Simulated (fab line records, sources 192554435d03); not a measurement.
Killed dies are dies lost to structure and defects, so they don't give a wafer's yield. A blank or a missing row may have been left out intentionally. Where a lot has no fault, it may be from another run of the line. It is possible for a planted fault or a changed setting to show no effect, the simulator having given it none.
Split-lot trial | flow n5-finfet | route with 1938 steps; 7 lots, 21 wafers read

ABOUT THE SPLIT
At N5_BEOL_M2_TRENCH_ETCH_37 (etches SiOC in C4F6/O2, target depth 55.555 nm, time 29.2 s), the setting bias-w was moved away from the recipe's 185 W on 7 of the 21 wafers read, by +5.9% to +16.7%. The other wafers ran this setting at the recipe's value.

The reading comes from the split's own step.

THE READING
rf-vpp-V, in V, at N5_BEOL_M2_TRENCH_ETCH_37 (etches SiOC in C4F6/O2, target depth 55.555 nm, time 29.2 s). Typical for fault-free wafers on this fab line: 663 V, with standard deviation 10 V.

wafer  | tool, chamber at the split | bias-w as run, W | against the recipe | rf-vpp-V, V | against lot-mates on the recipe
L080.2 | rie-diel-01, 2             | 185              | recipe             | 667         | -
L080.3 | rie-diel-01, 0             | 185              | recipe             | 660         | -
L080.4 | rie-diel-01, 3             | 185              | recipe             | 671         | -
L084.1 | rie-diel-06, 3             | 185              | recipe             | 680         | -
L084.3 | rie-diel-06, 0             | 185              | recipe             | 659         | -
L084.4 | rie-diel-06, 2             | 185              | recipe             | 667         | -
L091.2 | rie-diel-01, 3             | 202.9            | +9.7%              | 720         | +50
L091.4 | rie-diel-01, 3             | 185              | recipe             | 670         | -
L091.6 | rie-diel-01, 1             | 202.9            | +9.7%              | 697         | +27
L093.1 | rie-diel-01, 0             | 185              | recipe             | 658         | -
L093.3 | rie-diel-01, 3             | 215.9            | +16.7%             | 758         | +100
L093.5 | rie-diel-01, 1             | 215.9            | +16.7%             | 733         | +75
L095.1 | rie-diel-01, 0             | 196              | +5.9%              | 691         | +34
L095.3 | rie-diel-01, 2             | 185              | recipe             | 666         | -
L095.6 | rie-diel-01, 1             | 185              | recipe             | 647         | -
L096.1 | rie-diel-06, 0             | 203.9            | +10.2%             | 713         | +48
L096.2 | rie-diel-06, 1             | 185              | recipe             | 665         | -
L096.4 | rie-diel-06, 3             | 203.9            | +10.2%             | 734         | +69
L097.1 | rie-diel-05, 1             | 185              | recipe             | 659         | -
L097.2 | rie-diel-05, 2             | 185              | recipe             | 688         | -
L097.3 | rie-diel-05, 0             | 185              | recipe             | 657         | -

FIT RESULTS
A straight line over all 21 wafers: rf-vpp-V changes by +4.91 V for each +1% of bias-w; r = +0.94; the points scatter about the line by 11 V.
The same after taking each lot's own level away (the mean of its wafers on the recipe; 21 wafers): +5.13 V for each +1%; r = +0.94; scatter 11 V.
On that fit, the largest move of bias-w shifts the reading by 86 V.
The lots' own levels span 656.5 to 670.0 V, that is 1.4 times the standard deviation above.
The two slopes agree, so the slope changes little with the lot-to-lot level.
Check: for one of the wafers moved furthest among these (+16.7%), held out of the fit, the line's prediction against its lot-mates is +79.8 V. Against them it came out at +100 V.
Tool readings at the split's step, against how far the setting was moved: rf-vpp-V r = +0.94.

OTHER SPLITS ON THESE WAFERS
Other splits were also applied to these wafers ahead of the reading. Each is held against what the fit with the lots' levels taken away leaves over:
other split on the same wafers | wafers away from the commonest value | r with rf-vpp-V (lot level and that fit taken away)
N5_BEOL_M2_ETCH_69 bias-w      | 5                                    | +0.30

FILE'S OWN FIT
rf-vpp-V changes by +5.11 V for each +1% of bias-w, r = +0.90.
